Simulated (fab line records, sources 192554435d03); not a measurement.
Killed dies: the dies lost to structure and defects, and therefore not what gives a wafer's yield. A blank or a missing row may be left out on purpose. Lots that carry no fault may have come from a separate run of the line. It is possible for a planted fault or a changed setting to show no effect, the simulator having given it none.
Matching of chambers || flow n5 finfet || 4 sister chambers for N5_BEOL_M7_DESCUM_33 on rie diel-01
The step chemistry O2, time 7 s. 4 wafers are shown with their chamber, then 7 later ones without.

EACH WAFER AND ITS CHAMBER
{"wafer": "L080.1", "chamber": 0, "drypump motor current A (A)": 5.2}
{"wafer": "L088.4", "chamber": 2, "drypump motor current A (A)": 6.0}
{"wafer": "L090.1", "chamber": 3, "drypump motor current A (A)": 5.9}
{"wafer": "L090.3", "chamber": 1, "drypump motor current A (A)": 4.8}

WAFERS MISSING THEIR CHAMBER
{"wafer": "L090.5", "drypump motor current A (A)": 4.9}
{"wafer": "L091.3", "drypump motor current A (A)": 4.8}
{"wafer": "L091.5", "drypump motor current A (A)": 6.0}
{"wafer": "L091.6", "drypump motor current A (A)": 5.2}
{"wafer": "L097.1", "drypump motor current A (A)": 5.9}
{"wafer": "L097.3", "drypump motor current A (A)": 5.2}
{"wafer": "L097.6", "drypump motor current A (A)": 6.0}

THE CHAMBER EACH PASSED THROUGH
{"wafer": "L090.5", "from the rows above": 1, "in truth": 1}
{"wafer": "L091.3", "from the rows above": 1, "in truth": 1}
{"wafer": "L091.5", "from the rows above": 2, "in truth": 2}
{"wafer": "L091.6", "from the rows above": 0, "in truth": 0}
{"wafer": "L097.1", "from the rows above": 3, "in truth": 3}
{"wafer": "L097.3", "from the rows above": 0, "in truth": 0}
{"wafer": "L097.6", "from the rows above": 2, "in truth": 2}
Placed correctly: 7 of 7. Can't be placed from these rows: 0. Wrongly placed: 0.
How it was worked out, from the rows above alone: a wafer's distance from a chamber is the root of the sum, over the readings, of the square of ((its reading less the chamber's mean) divided by the reading's scatter). The wafer belongs to the nearest chamber; if the next one is less than 2 further off, it can't be placed. Each chamber's mean is taken over the wafers shown for it. The scatter: root of mean squared gap, hidden wafer to nearest shown wafer, with one shown wafer a chamber.
